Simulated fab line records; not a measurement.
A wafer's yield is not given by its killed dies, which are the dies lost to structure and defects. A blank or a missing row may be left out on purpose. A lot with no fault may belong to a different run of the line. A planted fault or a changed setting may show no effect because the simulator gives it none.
A struck lot beside a sound one -- flow n5_finfet -- 16 out of 1938 route steps
Sound: these wafers, L433.3, L433.4, L433.5. Struck: wafer L438.3; the same lot's L438.6 was not struck, so it is left out; see the end for the cause.
Per side, at each step with rows, come the tool, then ch with its chambers, and then its first start. Under that, the readings that differ: sound wafers -- struck wafers -- difference of the means -- sigmas: that difference in standard deviations of wafers without a fault.
alike: same words and numbers on both sides, and readings whose means sit less than 2 such deviations apart. not compared: any withheld reading, any reading some wafer has no value for, any bound like >300 that may hide the same value, and any number with overlapping values for which the record gives no deviation.
Wherever a step has rows on one side only, a row that says differs or no value, or a row with sigmas, the two part there. Numbers that have no deviation but don't overlap get no sigmas and don't part them. A reading missing from all wafers of one side parts the sides only when that side holds two or more wafers.

first, 7 steps without rows for these wafers: N5_BEOL_M1_COAT_73 (time 60 s, resist thk 5 nm); N5_BEOL_M1_COAT_05 (resist thk 30 nm); N5_BEOL_M1_EBR_07; N5_BEOL_M1_SOFTBAKE_06 (time 60 s); N5_BEOL_M1_EXPOSE_08 (exposes mask M1); N5_BEOL_M1_PEB_09 (peb time 60 s); N5_BEOL_M1_DEVELOP_10 (develop time 30 s).
N5_BEOL_M1_CD_MEAS_11: target cd 17.05 nm.
  sound on cd_sem-02 ch 0, day 7 13:26; struck on cd_sem-01 ch 0, day 9 05:18
  alike: cd_nm
N5_BEOL_M1_OVL_MEAS_12:
  sound on overlay-01 ch 0, day 7 13:29; struck on overlay-01 ch 0, day 9 05:20
  alike: M1_OVL
N5_BEOL_M1_INSPECT_13: inspects for defects (brightfield).
  sound on defect_inspect-01 at day 7 13:32; struck on defect_inspect-01 at day 9 05:23
reading,sound,struck,difference,sigmas
raw_defect_count,531 431 515,260,-232,-2
N5_BEOL_M1_DESCUM_16: chemistry O2, time 7 s.
  sound on rie_diel-06 ch 0,1,3, day 7 13:34; struck on rie_diel-06 ch 0, day 9 05:53
  alike: drypump_motor_current_A, oes_product_au, rf_fwd_power_W, rf_vpp_V, showerhead_plenum_p_Torr, throttle_valve_pct
  not compared: rf_hours_counter_h
N5_BEOL_M1_ETCH_74: etches underlayer in N2/H2, target depth 6.5 nm, time 5.2 s.
  sound on rie_diel-06 ch 0,1,3, day 7 13:36; struck on rie_diel-06 ch 0, day 9 05:55
  alike: drypump_motor_current_A, etch_rf_on_time_s, oes_product_au, rf_fwd_power_W, rf_vpp_V, showerhead_plenum_p_Torr, throttle_valve_pct
  not compared: rf_hours_counter_h
N5_BEOL_M1_ETCH_63: etches SiARC in CF4, target depth 15.6 nm, time 26 s.
  sound on rie_diel-06 ch 0,1,3, day 7 13:37; struck on rie_diel-06 ch 0, day 9 05:56
reading,sound,struck,difference,sigmas
etch_rf_on_time_s (s),26.6 26.0 25.6,19.7,-6.4,-14
oes_product_au (a.u.),0.63 0.71 0.75,0.85,+0.15,+2
  alike: cf4_flow_sccm, drypump_motor_current_A, rf_fwd_power_W, rf_vpp_V, showerhead_plenum_p_Torr, throttle_valve_pct
  not compared: rf_hours_counter_h
N5_BEOL_M1_ETCH_64: etches SOC in N2/H2, target depth 75 nm, overetch 15 nm, time 112.5 s.
  sound on rie_diel-06 ch 0,1,3, day 7 13:38; struck on rie_diel-06 ch 0, day 9 05:58
  alike: drypump_motor_current_A, oes_product_au, rf_fwd_power_W, rf_vpp_V, showerhead_plenum_p_Torr, throttle_valve_pct
  not compared: rf_hours_counter_h
N5_BEOL_M4_RC_MEAS_101:
  sound on prober-01 ch 0, day 9 11:58; struck on prober-02 ch 0, day 10 17:31
reading,sound,struck,difference,sigmas
SS_N (mV/dec),71.6 70.7 71.2,72.1,+0.9,+2
  alike: DIBL_N, DIBL_P, IOFF_N, IOFF_P, ION_N, ION_P, SS_P, VT_N, VT_P
-- a jump in the record: the struck wafers' starts before and after are 5 days apart (it breaks off in module BEOL_M4 and resumes in module PASSIVATION, where the first step shown is number 1936 of the route) --
N5_PASSIVATION_PROBE_49:
  sound on prober-01 at day 13 17:40; struck on prober-01 at day 15 05:38
reading,sound,struck,difference,sigmas
killed_at_contacts,6 6 11,26,+18,+3
killed_at_front_end,28 14 29,53,+29,+2
killed_at_other,6 10 16,1,-10,-3
  alike: defect_limited_yield, killed_at_M0_to_M3, killed_at_M4_up, killed_dies, killed_open, killed_short, sort_bin_5_function, sort_bin_6_memory, sort_n_pass, sort_yield_pct

WHERE THEY PART
Last at N5_PASSIVATION_PROBE_49 as far as this record goes, first at N5_BEOL_M1_INSPECT_13.

WHY: the cause the simulator had injected
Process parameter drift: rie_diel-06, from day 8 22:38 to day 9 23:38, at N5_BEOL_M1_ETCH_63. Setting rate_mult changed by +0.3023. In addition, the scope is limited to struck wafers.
